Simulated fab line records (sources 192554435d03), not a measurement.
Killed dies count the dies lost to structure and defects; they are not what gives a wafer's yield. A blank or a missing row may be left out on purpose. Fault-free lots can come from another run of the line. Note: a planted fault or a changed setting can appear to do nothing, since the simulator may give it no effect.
Chamber matching :: flow n5 finfet :: 4 sister chambers for N5_BEOL_M7_DESCUM_16 on rie diel-03
The step chemistry O2, time 7.9 s. 7 wafers are shown with their chamber, then 8 later ones without.

== EACH WAFER AND ITS CHAMBER ==
wafer: L078.5
chamber: 3
throttle valve pct (%): 20.64
showerhead plenum p Torr (Torr): 1.99

wafer: L078.6
chamber: 0
throttle valve pct (%): 20.45
showerhead plenum p Torr (Torr): 1.96

wafer: L087.2
chamber: 0
throttle valve pct (%): 20.09
showerhead plenum p Torr (Torr): 2.22

wafer: L087.5
chamber: 3
throttle valve pct (%): 20.67
showerhead plenum p Torr (Torr): 1.99

wafer: L090.5
chamber: 1
throttle valve pct (%): 20.81
showerhead plenum p Torr (Torr): 2.10

wafer: L090.6
chamber: 2
throttle valve pct (%): 20.28
showerhead plenum p Torr (Torr): 2.06

wafer: L092.1
chamber: 2
throttle valve pct (%): 20.30
showerhead plenum p Torr (Torr): 2.06

== WAFERS MISSING THEIR CHAMBER ==
wafer: L092.2
throttle valve pct (%): 20.80
showerhead plenum p Torr (Torr): 2.09

wafer: L092.4
throttle valve pct (%): 20.09
showerhead plenum p Torr (Torr): 2.21

wafer: L094.2
throttle valve pct (%): 20.68
showerhead plenum p Torr (Torr): 1.98

wafer: L094.5
throttle valve pct (%): 20.68
showerhead plenum p Torr (Torr): 1.98

wafer: L094.6
throttle valve pct (%): 20.10
showerhead plenum p Torr (Torr): 2.21

wafer: L095.1
throttle valve pct (%): 20.29
showerhead plenum p Torr (Torr): 2.06

wafer: L095.2
throttle valve pct (%): 20.81
showerhead plenum p Torr (Torr): 2.09

wafer: L095.4
throttle valve pct (%): 20.71
showerhead plenum p Torr (Torr): 1.98

== WHICH CHAMBER EACH WENT THROUGH ==
wafer: L092.2
from the rows above: can't be placed: 1 or 3
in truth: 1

wafer: L092.4
from the rows above: can't be placed: 0 or 2
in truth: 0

wafer: L094.2
from the rows above: can't be placed: 3 or 1
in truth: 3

wafer: L094.5
from the rows above: can't be placed: 3 or 1
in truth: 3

wafer: L094.6
from the rows above: can't be placed: 0 or 2
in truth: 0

wafer: L095.1
from the rows above: can't be placed: 2 or 0
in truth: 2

wafer: L095.2
from the rows above: can't be placed: 1 or 3
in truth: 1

wafer: L095.4
from the rows above: can't be placed: 3 or 1
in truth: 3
Correctly placed: 0 of 8. Not placeable from these rows: 8 (in 8, the candidates include the true chamber). 0 placed wrongly.
How it was worked out, from the rows above alone: a wafer's distance from a chamber is the root of the sum, over the readings, of the square of ((its reading less the chamber's mean) divided by the reading's scatter). The wafer belongs to the nearest chamber; if the next one is less than 2 further off, it can't be placed. For every chamber, the mean is computed from those of its wafers that are shown. The scatter: take each reading less its chamber's mean, square it, sum over the shown wafers, divide by the number of wafers less the number of chambers, and take the root.
